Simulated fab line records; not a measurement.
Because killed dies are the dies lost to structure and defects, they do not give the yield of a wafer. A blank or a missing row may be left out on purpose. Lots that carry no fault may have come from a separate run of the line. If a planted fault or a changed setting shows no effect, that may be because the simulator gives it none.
Matching of chambers    flow n5-finfet    N5_MOL_CONTACT_COAG_DESCUM_88 on rie-diel-04: 4 sister chambers
The step chemistry O2, time 7 s. 4 wafers are shown with their chamber, then 12 later ones without.

== WAFERS WITH THEIR CHAMBER ==
wafer   chamber  showerhead-plenum-p-Torr (Torr)
L091.2  2        2.04
L091.3  1        2.17
L091.5  0        2.15
L091.6  3        2.01

== WAFERS WITHOUT THEIR CHAMBER ==
wafer   showerhead-plenum-p-Torr (Torr)
L094.1  2.00
L094.2  2.14
L094.3  2.03
L094.4  2.03
L094.5  2.00
L094.6  2.14
L095.1  2.14
L095.3  2.03
L095.4  2.00
L096.1  2.03
L096.3  2.16
L096.4  2.14

== EACH ONE'S CHAMBER ==
wafer   from the rows above      in truth
L094.1  3                        3
L094.2  0                        0
L094.3  can't be placed: 2 or 3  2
L094.4  can't be placed: 2 or 3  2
L094.5  3                        3
L094.6  0                        0
L095.1  0                        0
L095.3  can't be placed: 2 or 3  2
L095.4  3                        3
L096.1  can't be placed: 2 or 3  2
L096.3  can't be placed: 1 or 0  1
L096.4  0                        0
Correctly placed: 7 of 12. From these rows, 5 cannot be placed; in 5 the true chamber is one of the candidates. Number placed wrongly: 0.
How it was worked out, from the rows above alone: a wafer's distance from a chamber is the root of the sum, over the readings, of the square of ((its reading less the chamber's mean) divided by the reading's scatter). If the next closest chamber is less than 2 further off than the closest, the wafer can't be placed; otherwise it belongs to the closest. The mean given for a chamber averages the wafers shown for that chamber. The scatter: with one shown wafer a chamber, the root of the mean of the squares of how far each hidden wafer lies from its nearest shown one.
